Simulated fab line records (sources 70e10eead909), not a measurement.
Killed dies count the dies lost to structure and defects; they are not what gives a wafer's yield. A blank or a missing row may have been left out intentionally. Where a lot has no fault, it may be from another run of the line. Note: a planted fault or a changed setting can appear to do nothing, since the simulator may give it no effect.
Which tool did it? ; flow nandHarc ; 11 lots with 33 wafers sampled at 3 steps, on a route of 1302 steps

== WHAT THE GAUGES SHOWED, per wafer ==
NHARC_A_CONTACT_INSPECT_10.
lot;measured;on;rawDefectCount
L075;day 22 21:40;defectInspect-01;173 155 153
L077;day 23 13:05;defectInspect-02;100 111 101
L079;day 25 00:12;defectInspect-02;101 84 105
L081;day 25 16:14;defectInspect-01;66 65 77
L083;day 26 13:08;defectInspect-01;139 144 132
L085;day 26 20:15;defectInspect-02;94 87 97
L087;day 27 17:57;defectInspect-02;99 101 72
L089;day 28 10:12;defectInspect-01;100 89 95
L091;day 30 06:56;defectInspect-02;122 120 111
L093;day 30 11:49;defectInspect-02;35 36 30
L095;day 31 07:19;defectInspect-02;23 26 21

== WHAT TOOL EACH LOT RAN ON (gives the tool, then ch and the chambers of the sampled wafers, and finally the start) ==
lot;NHARC_A_CONTACT_ETCH_132;NHARC_A_CONTACT_ETCH_106
L075;harCapEtch-01 ch 0,1, day 22 16:44;rieDiel-04 ch 1,2,3, day 22 18:26
L077;harCapEtch-02 ch 0,1, day 23 08:23;rieDiel-08 ch 0,2, day 23 09:50
L079;harCapEtch-02 ch 0,1, day 24 19:24;rieDiel-04 ch 1,2, day 24 20:54
L081;harCapEtch-03 ch 0,1, day 25 11:28;rieDiel-08 ch 0,2,3, day 25 12:55
L083;harCapEtch-01 ch 0,1, day 26 06:05;rieDiel-08 ch 1,2,3, day 26 07:34
L085;harCapEtch-01 ch 0,1, day 26 12:36;rieDiel-04 ch 2,3, day 26 14:07
L087;harCapEtch-03 ch 0,1, day 27 09:34;rieDiel-07 ch 0,1,2, day 27 11:04
L089;harCapEtch-03 ch 0,1, day 28 04:35;rieDiel-08 ch 1,2,3, day 28 07:03
L091;harCapEtch-03 ch 0,1, day 29 23:24;rieDiel-08 ch 0,3, day 30 01:05
L093;harCapEtch-01 ch 0,1, day 30 06:34;rieDiel-04 ch 0,1,3, day 30 08:01
L095;harCapEtch-03 ch 0,1, day 31 02:36;rieDiel-07 ch 1,2,3, day 31 04:04
- NHARC_A_CONTACT_ETCH_132: etches the open film in C4F8/O2/Ar, time 197 s, target depth 1924 nm.
- NHARC_A_CONTACT_ETCH_106: etches the open film in CF4/O2, target depth 90 nm, overetch 9 nm, time 49.5 s.

== THE ANSWER, worked out from the rows above alone ==
Rule: the usual values come from the lots themselves. Put in order of their means at a reading, lots are off if they are a third of the lots or fewer, leave a main group of 4 or more, and stand apart from it by a gap of 3 or more times the standard deviation of the main group's means; of several such gaps the widest counts. A main group is skipped when, at the precision printed for the reading in the tables above, its means are all equal. Also off: a lot with no number at a reading for which 4 or more lots have one. All remaining lots with rows at the step are treated as sound.
None of the lots is off at any reading shown; this tells nothing.

== WHAT THE SIMULATOR HAD INSERTED ==
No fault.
